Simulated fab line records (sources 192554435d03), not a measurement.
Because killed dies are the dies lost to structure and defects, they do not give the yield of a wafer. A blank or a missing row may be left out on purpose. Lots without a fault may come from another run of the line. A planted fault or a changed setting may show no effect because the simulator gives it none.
Chamber matching	flow n5 finfet	N5_BEOL_M7_DESCUM_33 on rie diel-01: 4 sister chambers
The step chemistry O2, time 7 s. 4 wafers are shown with their chamber, then 9 later ones without.

== WAFERS WITH THEIR CHAMBER ==
wafer	chamber	showerhead plenum p Torr (Torr)
L083.5	3	2.17
L091.2	1	2.01
L091.3	0	1.93
L091.4	2	2.11

== WAFERS WITHOUT THEIR CHAMBER ==
wafer	showerhead plenum p Torr (Torr)
L086.3	1.93
L086.4	2.11
L086.5	2.01
L092.2	2.01
L092.5	2.16
L092.6	1.93
L097.3	2.00
L097.4	2.10
L097.6	2.00

== WHICH CHAMBER EACH ONE RAN IN ==
wafer	from the rows above	in truth
L086.3	0	0
L086.4	2	2
L086.5	1	1
L092.2	1	1
L092.5	3	3
L092.6	0	0
L097.3	1	1
L097.4	2	2
L097.6	1	1
Correct placement for 9 of the 9. Can't be placed from these rows: 0. Number placed wrongly: 0.
How it was worked out, from the rows above alone: a wafer's distance from a chamber is the root of the sum, over the readings, of the square of ((its reading less the chamber's mean) divided by the reading's scatter). The wafer belongs to the nearest chamber; if the next one is less than 2 further off, it can't be placed. Each chamber's mean is taken over the wafers shown for it. The scatter: with one shown wafer a chamber, the root of the mean of the squares of how far each hidden wafer lies from its nearest shown one.
